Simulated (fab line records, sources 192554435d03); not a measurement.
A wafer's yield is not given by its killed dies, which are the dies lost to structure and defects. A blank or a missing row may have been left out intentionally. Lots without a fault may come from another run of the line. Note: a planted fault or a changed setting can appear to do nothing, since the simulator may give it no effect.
Matching of chambers | flow n5Finfet | N5_BEOL_M2_ETCH_70 on rieDiel-02 has 4 sister chambers
The step etches SOC in N2/H2, target depth 80 nm, overetch 24 nm, time 130 s. 18 wafers are shown with their chamber, then 9 later ones without.

EACH WAFER AND ITS CHAMBER
wafer  | chamber | drypumpMotorCurrentA (A) | showerheadPlenumPTorr (Torr) | throttleValvePct (%)
L079.1 | 3       | 5.9                      | 2.70                         | 17.59
L079.5 | 3       | 5.9                      | 2.70                         | 17.57
L079.6 | 2       | 5.0                      | 2.57                         | 18.02
L081.4 | 3       | 5.9                      | 2.70                         | 17.59
L081.5 | 2       | 4.9                      | 2.56                         | 18.04
L081.6 | 3       | 5.9                      | 2.70                         | 17.61
L082.2 | 2       | 4.9                      | 2.56                         | 18.03
L082.3 | 0       | 5.0                      | 2.71                         | 17.63
L082.6 | 1       | 6.7                      | 2.49                         | 17.66
L084.1 | 0       | 5.0                      | 2.71                         | 17.64
L084.2 | 1       | 6.7                      | 2.49                         | 17.66
L084.3 | 2       | 4.9                      | 2.56                         | 18.05
L086.2 | 3       | 5.9                      | 2.69                         | 17.60
L086.3 | 2       | 4.9                      | 2.56                         | 18.05
L086.5 | 0       | 5.0                      | 2.71                         | 17.65
L087.2 | 0       | 5.0                      | 2.71                         | 17.66
L087.3 | 3       | 5.9                      | 2.69                         | 17.60
L087.6 | 0       | 5.0                      | 2.71                         | 17.67

SIGNATURES, as means of the wafers listed above
reading               | chamber 0 | chamber 1 | chamber 2 | chamber 3 | scatter within a chamber
drypumpMotorCurrentA  | 5.000     | 6.700     | 4.920     | 5.900     | 0.0239
showerheadPlenumPTorr | 2.7100    | 2.4900    | 2.5620    | 2.6967    | 0.0039
throttleValvePct      | 17.6500   | 17.6600   | 18.0380   | 17.5933   | 0.0137
Rule: distance of a wafer from a chamber = root of the sum over the readings of ((wafer's reading minus chamber's mean) / reading's scatter) squared. If the next closest chamber is less than 2 further off than the closest, the wafer can't be placed; otherwise it belongs to the closest. The scatter: the root of (the sum of the squares of (reading less its chamber's mean) over the shown wafers, divided by (wafers less chambers)).

WAFERS WHOSE CHAMBER IS MISSING
wafer  | drypumpMotorCurrentA (A) | showerheadPlenumPTorr (Torr) | throttleValvePct (%)
L093.3 | 5.9                      | 2.69                         | 17.63
L093.4 | 5.0                      | 2.71                         | 17.67
L093.6 | 6.7                      | 2.48                         | 17.71
L095.1 | 4.9                      | 2.55                         | 18.08
L095.2 | 5.9                      | 2.69                         | 17.62
L095.4 | 5.0                      | 2.70                         | 17.66
L097.1 | 5.9                      | 2.69                         | 17.65
L097.2 | 5.0                      | 2.70                         | 17.67
L097.5 | 5.9                      | 2.69                         | 17.62

WHICH CHAMBER EACH WENT THROUGH
wafer  | from the rows above | in truth
L093.3 | 3                   | 3
L093.4 | 0                   | 0
L093.6 | 1                   | 1
L095.1 | 2                   | 2
L095.2 | 3                   | 3
L095.4 | 0                   | 0
L097.1 | 3                   | 3
L097.2 | 0                   | 0
L097.5 | 3                   | 3
Placed correctly: 9 of 9. Left unplaced by these rows: 0. Wrongly placed: 0.
